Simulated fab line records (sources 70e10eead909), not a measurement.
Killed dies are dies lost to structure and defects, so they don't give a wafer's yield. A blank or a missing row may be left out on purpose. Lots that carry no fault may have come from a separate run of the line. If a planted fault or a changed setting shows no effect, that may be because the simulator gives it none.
A struck lot beside a sound one -- flow nandHarc -- 15 out of 1159 route steps
Sound: these wafers, L418.2, L418.3, L418.4. Wafers struck: L407.1, L407.3, L407.4. Last of all comes the cause.
Per side, at each step with rows, come the tool, then ch with its chambers, and then its first start. Under that, the readings that differ: sound wafers -- struck wafers -- difference of the means -- sigmas: that difference in standard deviations of wafers without a fault.
alike: words and numbers the same on both sides, and readings whose means are apart by under 2 such deviations; not compared: readings that were withheld, readings missing a value for some wafer, numbers with overlapping values and no deviation given by the record, and bounds like >300 which may hide the same value.
The two part at a step that has a row with sigmas, a row that says differs or no value, or rows on one side only. Numbers that don't overlap but have no deviation are shown without sigmas and don't part them. Lack of a reading on every wafer of one side parts them only where that side has two or more wafers.

NHARC_P_ZERO_WELL_DESCUM_54: chemistry O2, time 3 s.
  sound on rieDiel-09 ch 0,1,3, day 6 06:11; struck on rieDiel-09 ch 0,3, day 3 12:05
  alike: drypumpMotorCurrentA, oesProductAu, rfVppV, showerheadPlenumPTorr, throttleValvePct
  not compared: rfHoursCounterH
then, 5 steps without rows for these wafers: NHARC_P_ZERO_WELL_IMPLANT_55; NHARC_P_ZERO_WELL_IMPLANT_61; NHARC_P_ZERO_WELL_STRIP_56 (strips in SPM, time 840 s); NHARC_P_ZERO_WELL_PRECLEAN_68 (cleans in SC1, time 60 s); NHARC_P_ZERO_WELL_SRD_69.
NHARC_P_ZERO_WELL_RTA_42: time 300 s.
  sound on rtpAnneal-02 ch 0, day 6 07:16; struck on rtpAnneal-02 ch 0, day 3 13:21
  alike: annealTempCMax, lampPowerPct, wafer_temp_C_max
NHARC_P_ZERO_WELL_INSPECT_43:
  sound on defectInspect-02 at day 6 07:50; struck on defectInspect-01 at day 3 14:02
  alike: rawDefectCount
then, 4 steps without rows for these wafers: NHARC_P_STI_ETCH_26 (etches SiO2 in dHF, target depth 11 nm); NHARC_P_STI_PRECLEAN_27 (cleans in SC1); NHARC_P_STI_SRD_28; NHARC_P_STI_OXIDE_29 (material SiO2, target thk 10 nm, ox time 1362 s).
NHARC_P_STI_HM_DEP_30: deposits Si3N4, target thk 80 nm, time 873 s.
  sound on lpcvd-01 ch 1, day 6 19:32; struck on lpcvd-02 ch 1, day 4 08:04
then, 1 step without rows for these wafers: NHARC_P_STI_DEHYDRATE_01 (time 120 s).
-- the record jumps here: 17 days lie between the struck wafers' starts before and after (it left off in module P_STI and takes up again in module END, whose first step shown is number 1159 of the route) --
NHARC_END_SORT_01:
  only the struck wafers appear in the record here, on prober-02 ch 0 at day 21 03:31; the sound ones have no rows

== WHERE THEY PART ==
Only at NHARC_END_SORT_01, within this record.

WHY: what the simulator had put in
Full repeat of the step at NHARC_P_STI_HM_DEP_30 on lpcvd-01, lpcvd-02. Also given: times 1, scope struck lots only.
